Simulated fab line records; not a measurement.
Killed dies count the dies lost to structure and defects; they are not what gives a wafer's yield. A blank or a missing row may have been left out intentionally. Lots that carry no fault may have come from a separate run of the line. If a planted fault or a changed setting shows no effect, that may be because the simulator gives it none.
Chamber matching | flow n5-finfet | N5_HKMG_FIN_ALD_79 on ald-metal-02: 4 sister chambers
The step deposits TiN, target thk 1.5 nm, pulse time 1 s, purge time 3 s. 4 wafers are shown with their chamber, then 10 later ones without.

== WAFERS WITH THEIR CHAMBER ==
wafer  | chamber | heater-power-w (W)
L082.2 | 3       | 995
L082.3 | 0       | 902
L086.1 | 2       | 855
L086.4 | 1       | 803

== WAFERS WITH NO CHAMBER GIVEN ==
wafer  | heater-power-w (W)
L086.5 | 926
L092.1 | 842
L092.2 | 808
L092.3 | 1018
L092.4 | 1012
L092.5 | 786
L092.6 | 847
L093.1 | 808
L093.2 | 826
L093.5 | 835

== EACH ONE'S CHAMBER ==
wafer  | from the rows above     | in truth
L086.5 | 0                       | 0
L092.1 | can't be placed: 2 or 1 | 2
L092.2 | 1                       | 1
L092.3 | 3                       | 3
L092.4 | 3                       | 3
L092.5 | 1                       | 1
L092.6 | 2                       | 2
L093.1 | 1                       | 1
L093.2 | can't be placed: 1 or 2 | 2
L093.5 | can't be placed: 2 or 1 | 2
Placed correctly: 7 of 10. Unplaceable from these rows: 3, with the true chamber sitting among the candidates in 3. Number placed wrongly: 0.
How it was worked out, from the rows above alone: a wafer's distance from a chamber is the root of the sum, over the readings, of the square of ((its reading less the chamber's mean) divided by the reading's scatter). The wafer belongs to the nearest chamber; if the next one is less than 2 further off, it can't be placed. For every chamber, the mean is computed from those of its wafers that are shown. The scatter (one wafer shown for each chamber): square how far every hidden wafer sits from the nearest shown wafer, average those squares and take the square root.
